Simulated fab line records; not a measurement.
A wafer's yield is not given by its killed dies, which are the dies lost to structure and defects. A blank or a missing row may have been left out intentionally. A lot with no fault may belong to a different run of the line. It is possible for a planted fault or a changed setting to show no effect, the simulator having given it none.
Which tool is to blame? | flow n5 finfet | Sampling: 10 lots, 30 wafers, 4 of 1938 route steps

## WHAT THE GAUGES SHOWED, per wafer
N5_BEOL_M8_INSPECT_58: inspects for defects (darkfield).
lot  | measured     | on                | raw defect count
L263 | day 9 23:49  | defect inspect-02 | 46 65 66
L264 | day 10 11:45 | defect inspect-01 | 49 71 66
L265 | day 10 19:25 | defect inspect-01 | 66 59 78
L266 | day 11 00:06 | defect inspect-02 | 69 64 112
L268 | day 11 09:08 | defect inspect-01 | 61 78 54
L271 | day 11 22:58 | defect inspect-01 | 51 447 51
L273 | day 12 23:41 | defect inspect-02 | 69 473 84
L275 | day 13 10:17 | defect inspect-02 | 96 111 118
L281 | day 14 19:59 | defect inspect-02 | 114 78 68
L285 | day 16 01:16 | defect inspect-01 | 64 59 71

## TOOL THAT RAN EACH LOT (tool first, then ch and the chambers of the sampled wafers, then the start)
lot  | N5_BEOL_M8_CURE_75            | N5_BEOL_M8_ANNEAL_51             | N5_BEOL_M8_DEP_56
L263 | uv cure-03 ch 0, day 9 17:44  | rtp anneal-01 ch 0, day 9 23:01  | pecvd-01 ch 1, day 9 23:42
L264 | uv cure-01 ch 2, day 10 05:14 | rtp anneal-01 ch 0, day 10 11:00 | pecvd-01 ch 0,2, day 10 11:38
L265 | uv cure-02 ch 2, day 10 12:42 | rtp anneal-01 ch 0, day 10 18:46 | pecvd-01 ch 1,2, day 10 19:19
L266 | uv cure-02 ch 0, day 10 18:07 | rtp anneal-01 ch 0, day 10 23:22 | pecvd-03 ch 0,1, day 10 23:59
L268 | uv cure-03 ch 1, day 11 05:52 | rtp anneal-01 ch 0, day 11 08:23 | pecvd-02 ch 1,2, day 11 09:02
L271 | uv cure-01 ch 2, day 11 19:50 | rtp anneal-01 ch 0, day 11 22:19 | pecvd-01 ch 0,1, day 11 22:52
L273 | uv cure-02 ch 1, day 12 20:13 | rtp anneal-02 ch 0, day 12 22:58 | pecvd-01 ch 0,1,2, day 12 23:35
L275 | uv cure-01 ch 0, day 13 06:20 | rtp anneal-02 ch 0, day 13 09:32 | pecvd-03 ch 0,2, day 13 10:11
L281 | uv cure-02 ch 1, day 14 17:32 | rtp anneal-01 ch 0, day 14 19:14 | pecvd-02 ch 0,1, day 14 19:54
L285 | uv cure-02 ch 2, day 15 22:10 | rtp anneal-02 ch 0, day 16 00:30 | pecvd-03 ch 0,1,2, day 16 01:10
- N5_BEOL_M8_CURE_75: cures SiCOH lowk, time 120 s.
- N5_BEOL_M8_ANNEAL_51: time 90 s.
- N5_BEOL_M8_DEP_56: deposits SiCN from 3MS/NH3, target thk 10 nm, time 17.5 s.

## THE ANSWER, worked out from the rows above alone
Rule: the usual values come from the lots themselves. Put in order of their means at a reading, lots are off if they are a third of the lots or fewer, leave a main group of 4 or more, and stand apart from it by a gap of 3 or more times the standard deviation of the main group's means; of several such gaps the widest counts. A main group is skipped when, at the precision printed for the reading in the tables above, its means are all equal. Also off: a lot with no number at a reading for which 4 or more lots have one. Where the step has rows for the other lots, those lots are counted as sound.
Off at N5_BEOL_M8_INSPECT_58 (raw defect count): L271, L273. Main group: mean 74, sd 16.
A tool fits if, at a process step before that reading, it ran every lot that is off, and no sound lot after the first of them. Gauges at N5_BEOL_M8_INSPECT_58: tried the same way as those tools. One candidate fits, namely pecvd-01 at N5_BEOL_M8_DEP_56. A fault onset in the window from L265 (day 10 19:19, its last sound lot) to L271 (day 11 22:52, its first lot off) fits.

## WHAT HAD BEEN PUT IN BY THE SIMULATOR
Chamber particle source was pecvd-01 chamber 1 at N5_BEOL_M8_DEP_56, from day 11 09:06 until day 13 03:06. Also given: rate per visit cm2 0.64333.
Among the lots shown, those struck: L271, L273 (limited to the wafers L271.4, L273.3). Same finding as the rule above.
